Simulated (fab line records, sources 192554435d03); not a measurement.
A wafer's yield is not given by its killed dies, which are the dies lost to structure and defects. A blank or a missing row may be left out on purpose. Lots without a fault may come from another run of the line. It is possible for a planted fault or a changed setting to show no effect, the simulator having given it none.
fab line records | flow n5-finfet | part 2 of 2: steps 4 to 6 of 6
[record] lots = 24 wafers = 72 last-day = 18
route steps=1938 shown BEOL_M2@857
lots with no fault: from the same line, run without faults
start-h: the number of hours between the record's first day and the start of the first shown wafer of the lot | wait-h: hours from the lot's prior step to this one | " identical to the entry in the row above | L1.1+2: a single row standing in for several wafers | - value missing, or start not given | * or withheld: withheld | < > ~ a bound
route shown NAME@n: NAME is a module with steps in the file, n the number in the route of the first one | usual: the fault-free wafers' mean and standard deviation | same: alike in all rows | chamber/n: place in a boat | sites: per-site readings | _std_site: standard deviation of those values | _edge_site: the outer-site mean with the inner-site mean subtracted | radius-mm: for every site, how far away it sits from the centre of the wafer | mask NAME#n: copy n | behind: the last tool/chamber to shape the wafer | hold: why the lot was held/for how many hours/how that ended | device: transistor that didn't switch, given as n, p or np | end of line: tests run on the same wafers once the route is complete | a step with no rows: only its recipe | killed: dies lost to structure and defects at the first sort, not the wafer's yield | map: shows each die of a wafer: x if killed, . if not, _ if none is there
set.NAME: setting as actually run; set.NAME@STEP: the setting as run at that earlier step | model.NAME: the simulator's own value behind a step, which no gauge read
a sample of lots followed through the steps of the route, with each step as a table and each wafer as a row
services: when a tool's chamber went out of use (start-h, in hours from the record's first day, below 0 if earlier), for how many hours, and the reason
[[steps]]
[step N5_BEOL_M2_STRIP_36]
[recipe] chemistry = N2/H2 power-w = 450 temp-c = 40 pressure-mtorr = 20 rf-frequency-hz = 6e+07 overash-fraction = 0.3 bias-power-w = 7 h2-frac = 0.5 n2-flow-sccm = 200 h2-flow-sccm = 200
[usual] drypump-motor-current-A = 5.7/0.47 oes-product-au = 0.79/0.092 rf-vpp-V = 59.3/1.4 showerhead-plenum-p-Torr = 2.58/0.098 throttle-valve-pct = 23.7/0.32
// columns lot.wafer tool chamber start-h wait-h drypump-motor-current-A oes-product-au rf-hours-counter-h rf-vpp-V showerhead-plenum-p-Torr throttle-valve-pct
L074.3 rie-diel-02 0 140.33 0.0 6.3 0.75 158 57.1 2.53 23.3
L074.4 " 1 " " 6.6 0.83 72 61.3 2.68 23.4
L074.5 " 3 " " 5.8 0.69 - 57.7 2.51 23.6
L075.1 rie-diel-02 0 143.79 0.0 6.4 0.75 159 59.4 2.53 23.3
L075.3 " 1 " " 6.6 0.82 73 60.0 2.68 23.4
L075.6 " 2 " " 5.9 0.74 - 58.8 2.63 23.6
L076.1 rie-diel-06 2 154.51 0.0 5.1 0.72 174 59.0 2.42 24.0
L076.3 " 1 " " 5.9 0.68 244 59.3 2.40 24.5
L076.4 " 3 " " 5.7 0.91 26 61.4 2.70 23.5
L077.1 rie-diel-02 3 157.63 0.0 5.8 0.68 224 59.4 2.51 23.7
L077.3 " 0 " " 6.4 0.74 164 61.5 2.53 23.3
L077.6 " 2 " " 5.9 0.73 - 58.0 2.63 23.7
L079.1 rie-diel-06 0 168.85 0.0 5.8 0.68 229 61.4 2.51 24.2
L079.4 " 3 " " 5.8 0.88 31 57.9 2.70 23.6
L079.6 " 2 " " 5.1 0.71 - 58.7 2.42 24.0
L078.1 rie-diel-05 0 169.18 0.0 5.9 0.93 22 59.9 2.48 23.4
L078.4 " 1 " " 5.2 0.82 75 59.5 2.58 24.0
L078.5 " 0 " " 5.9 0.93 - 59.2 2.48 23.4
L080.1 rie-diel-02 2 173.87 0.0 5.9 0.72 190 56.5 2.63 23.7
L080.3 " 1 " " 6.6 0.83 79 59.3 2.68 23.4
L080.5 " 2 " " 5.9 0.73 - 60.6 2.63 23.7
L081.1 rie-diel-02 0 183.95 0.0 6.4 0.72 176 59.6 2.53 23.3
L081.2 " 1 " " 6.6 0.81 83 58.7 2.68 23.4
L081.5 " 0 " " 6.4 0.73 - 59.3 2.53 23.3
L082.1 rie-diel-06 2 194.46 0.0 5.1 0.71 190 59.8 2.42 24.0
L082.5 " 0 " " 5.8 0.68 - 61.6 2.51 24.2
L082.6 " 1 " " 5.9 0.98 - 59.5 2.72 24.2
L083.4 rie-diel-06 2 201.68 0.0 5.1 0.72 - 59.6 2.42 24.0
L083.5 " 1 " " 5.9 0.98 - 59.7 2.71 24.2
L083.6 " 3 " " 5.7 0.86 - 61.1 2.69 23.6
L084.2 rie-diel-05 3 209.71 0.0 4.8 0.69 209 59.4 2.63 23.7
L084.4 " 1 " " 5.2 0.82 88 59.3 2.57 24.0
L084.5 " 0 " " 5.9 0.90 - 60.0 2.47 23.4
L085.2 rie-diel-02 2 212.71 0.0 5.9 0.72 205 57.2 2.62 23.7
L085.4 " 1 " " 6.5 0.80 92 59.4 2.68 23.4
L085.6 " 2 " " 5.9 0.72 - 59.4 2.62 23.7
L086.1 rie-diel-05 3 217.66 0.0 4.8 0.69 211 59.5 2.63 23.7
L086.2 " 1 " " 5.2 0.80 91 61.2 2.57 24.1
L086.3 " 2 " " 5.6 0.88 25 60.0 2.71 23.4
L087.1 rie-diel-06 1 220.01 0.0 5.9 0.93 16 60.1 2.71 24.2
L087.2 " 0 " " 5.8 0.69 242 58.0 2.50 24.2
L087.6 " 2 " " 5.1 0.71 - 60.0 2.41 24.1
L088.1 rie-diel-05 1 223.01 0.0 5.2 0.81 93 59.8 2.57 24.1
L088.4 " 2 " " 5.5 0.88 26 60.1 2.70 23.4
L088.6 " 3 " " 4.8 0.69 - 58.7 2.63 23.7
L090.3 rie-diel-05 1 237.48 0.0 5.2 0.81 98 57.7 2.57 24.1
L090.4 " 3 " " 4.9 0.67 217 58.9 2.63 23.7
L090.5 " 3 " " 4.9 0.67 - 57.4 2.63 23.7
L089.2 rie-diel-05 1 238.84 0.0 5.2 0.80 99 58.8 2.57 24.1
L089.3 " 2 " " 5.6 0.87 32 59.9 2.70 23.4
L089.5 " 1 " " 5.2 0.80 - 58.7 2.57 24.1
L091.2 rie-diel-05 1 243.18 0.0 5.2 0.79 101 59.6 2.57 24.1
L091.4 " 3 " " 4.9 0.68 220 59.1 2.63 23.7
L091.6 " 1 " " 5.2 0.79 - 60.2 2.57 24.1
L092.2 rie-diel-05 3 244.97 0.0 4.8 0.68 220 60.6 2.63 23.7
L092.3 " 1 " " 5.2 0.80 101 58.0 2.57 24.1
L092.5 " 1 " " 5.2 0.80 - 60.5 2.57 24.1
L094.1 rie-diel-05 0 260.95 0.0 5.9 0.87 54 59.5 2.46 23.4
L094.3 " 2 " " 5.5 0.86 40 56.2 2.70 23.4
L094.4 " 1 " " 5.2 0.78 107 58.6 2.57 24.1
L093.1 rie-diel-05 0 264.37 0.0 5.9 0.86 55 60.8 2.46 23.4
L093.4 " 1 " " 5.2 0.79 107 57.7 2.56 24.1
L093.6 " 1 " " 5.2 0.79 - 61.6 2.56 24.1
L095.2 rie-diel-02 2 273.82 0.0 5.9 0.70 227 60.7 2.61 23.7
L095.3 " 3 " " 5.8 0.93 13 59.7 2.49 23.4
L095.4 " 1 " " 6.5 0.78 113 58.7 2.67 23.4
L096.3 rie-diel-06 1 278.26 0.0 5.9 0.89 39 60.3 2.70 24.2
L096.4 " 0 " " 5.8 0.95 3 59.0 2.50 23.9
L096.5 " 0 " " 5.8 0.94 - 57.5 2.50 23.9
L097.2 rie-diel-06 1 280.16 0.0 5.9 0.89 40 57.7 2.70 24.3
L097.3 " 3 " " 5.8 0.84 78 60.2 2.68 23.6
L097.4 " 2 " " 5.1 0.70 227 59.2 2.40 24.1
[step N5_BEOL_M2_PRE_CLEAN_45]
[recipe] gas = H2/He time-s = 30 temp-c = 250
[usual] heater-power-w = 315/28
// columns lot.wafer tool chamber start-h wait-h heater-power-w
L074.3 pvd-sputter-01 - 141.20 0.0 356
L074.4 " - " " 274
L074.5 " - " " 333
L075.1 pvd-sputter-03 - 144.77 0.0 293
L075.3 " - " " 326
L075.6 " - " " 290
L076.1 pvd-sputter-02 - 155.12 0.0 316
L076.3 " - " " 371
L076.4 " - " " 336
L077.1 pvd-sputter-02 - 158.38 0.0 371
L077.3 " - " " 317
L077.6 " - " " 378
L079.1 pvd-sputter-03 - 169.50 0.0 292
L079.4 " - " " 286
L079.6 " - " " 308
L078.1 pvd-sputter-03 - 169.82 0.0 329
L078.4 " - " " 317
L078.5 " - " " 326
L080.1 pvd-sputter-03 - 174.58 0.0 316
L080.3 " - " " 326
L080.5 " - " " 315
L081.1 pvd-sputter-02 - 184.90 0.0 285
L081.2 " - " " 329
L081.5 " - " " 379
L082.1 pvd-sputter-03 - 195.04 0.0 319
L082.5 " - " " 285
L082.6 " - " " 335
L083.4 pvd-sputter-03 - 202.40 0.0 315
L083.5 " - " " 290
L083.6 " - " " 344
L084.2 pvd-sputter-01 - 210.35 0.0 321
L084.4 " - " " 273
L084.5 " - " " 333
L085.2 pvd-sputter-03 - 213.38 0.0 288
L085.4 " - " " 294
L085.6 " - " " 341
L086.1 pvd-sputter-01 - 218.09 0.0 271
L086.2 " - " " 324
L086.3 " - " " 328
L087.1 pvd-sputter-03 - 220.80 0.0 286
L087.2 " - " " 290
L087.6 " - " " 333
L088.1 pvd-sputter-03 - 223.80 0.0 281
L088.4 " - " " 315
L088.6 " - " " 280
L090.3 pvd-sputter-01 - 237.93 0.0 270
L090.4 " - " " 335
L090.5 " - " " 275
L089.2 pvd-sputter-01 - 239.83 0.0 273
L089.3 " - " " 348
L089.5 " - " " 358
L091.2 pvd-sputter-03 - 244.31 0.0 288
L091.4 " - " " 317
L091.6 " - " " 332
L092.2 pvd-sputter-02 - 245.67 0.0 280
L092.3 " - " " 324
L092.5 " - " " 370
L094.1 pvd-sputter-01 - 261.78 0.0 316
L094.3 " - " " 270
L094.4 " - " " 354
L093.1 pvd-sputter-01 - 265.06 0.0 322
L093.4 " - " " 264
L093.6 " - " " 355
L095.2 pvd-sputter-03 - 274.54 0.0 314
L095.3 " - " " 296
L095.4 " - " " 277
L096.3 pvd-sputter-02 - 279.07 0.0 372
L096.4 " - " " 331
L096.5 " - " " 320
L097.2 pvd-sputter-03 - 281.28 0.0 316
L097.3 " - " " 290
L097.4 " - " " 334
[step N5_BEOL_M2_ANNEAL_93]
[recipe] temp-c = 400 time-s = 240 ambient = vacuum
[usual] heater-power-w = 779/67
// columns lot.wafer tool chamber start-h wait-h heater-power-w
L074.3 pvd-sputter-03 - 143.31 0.0 775
L074.4 " - " " 844
L074.5 " - " " 831
L075.1 pvd-sputter-02 - 147.00 0.0 917
L075.3 " - " " 785
L075.6 " - " " 711
L076.1 pvd-sputter-01 - 157.06 0.0 795
L076.3 " - " " 826
L076.4 " - " " 790
L077.1 pvd-sputter-01 - 160.42 0.0 815
L077.3 " - " " 786
L077.6 " - " " 676
L079.1 pvd-sputter-01 - 171.71 0.0 783
L079.4 " - " " 683
L079.6 " - " " 823
L078.1 pvd-sputter-01 - 173.63 0.0 810
L078.4 " - " " 790
L078.5 " - " " 836
L080.1 pvd-sputter-03 - 176.74 0.0 734
L080.3 " - " " 781
L080.5 " - " " 786
L081.1 pvd-sputter-03 - 188.71 0.0 830
L081.2 " - " " 706
L081.5 " - " " 835
L082.1 pvd-sputter-01 - 197.08 0.0 789
L082.5 " - " " 801
L082.6 " - " " 852
L083.4 pvd-sputter-03 - 204.42 0.0 766
L083.5 " - " " 711
L083.6 " - " " 798
L084.2 pvd-sputter-01 - 212.43 0.0 789
L084.4 " - " " 870
L084.5 " - " " 680
L085.2 pvd-sputter-03 - 217.13 0.0 724
L085.4 " - " " 847
L085.6 " - " " 702
L086.1 pvd-sputter-01 - 220.30 0.0 892
L086.2 " - " " 830
L086.3 " - " " 671
L087.1 pvd-sputter-02 - 222.74 0.0 705
L087.2 " - " " 936
L087.6 " - " " 809
L088.1 pvd-sputter-02 - 225.77 0.0 806
L088.4 " - " " 918
L088.6 " - " " 692
L090.3 pvd-sputter-02 - 240.04 0.0 827
L090.4 " - " " 720
L090.5 " - " " 783
L089.2 pvd-sputter-03 - 241.87 0.0 790
L089.3 " - " " 834
L089.5 " - " " 723
L091.2 pvd-sputter-03 - 246.65 0.0 741
L091.4 " - " " 704
L091.6 " - " " 725
L092.2 pvd-sputter-03 - 248.71 0.0 781
L092.3 " - " " 719
L092.5 " - " " 710
L094.1 pvd-sputter-01 - 264.22 0.0 765
L094.3 " - " " 814
L094.4 " - " " 675
L093.1 pvd-sputter-03 - 267.04 0.0 856
L093.4 " - " " 797
L093.6 " - " " 720
L095.2 pvd-sputter-03 - 278.34 0.0 822
L095.3 " - " " 713
L095.4 " - " " 728
L096.3 pvd-sputter-01 - 281.07 0.0 684
L096.4 " - " " 776
L096.5 " - " " 809
L097.2 pvd-sputter-01 - 283.21 0.0 690
L097.3 " - " " 871
L097.4 " - " " 827
[[services]]
// columns tool chamber start-h hours kind
rie-diel-05 2 118.45 - clean
rie-diel-05 2 118.45 - consumable-replace:focus-ring
rie-diel-05 2 118.45 - consumable-replace:showerhead
rie-diel-05 2 118.45 17.9 scheduled-down
rie-diel-05 2 118.45 17.9 vent-cycle
rie-diel-06 1 170.03 - clean
rie-diel-06 1 170.03 - consumable-replace:focus-ring
rie-diel-06 1 170.03 - consumable-replace:showerhead
rie-diel-06 1 170.03 12.2 scheduled-down
rie-diel-06 1 170.03 12.2 vent-cycle
rie-diel-06 0 200.31 15.8 repair
rie-diel-02 3 221.54 - clean
rie-diel-02 3 221.54 - consumable-replace:focus-ring
rie-diel-06 0 247.37 - clean
rie-diel-06 0 247.37 - consumable-replace:focus-ring
rie-diel-06 0 247.37 23.0 scheduled-down
rie-diel-06 0 247.37 23.0 vent-cycle
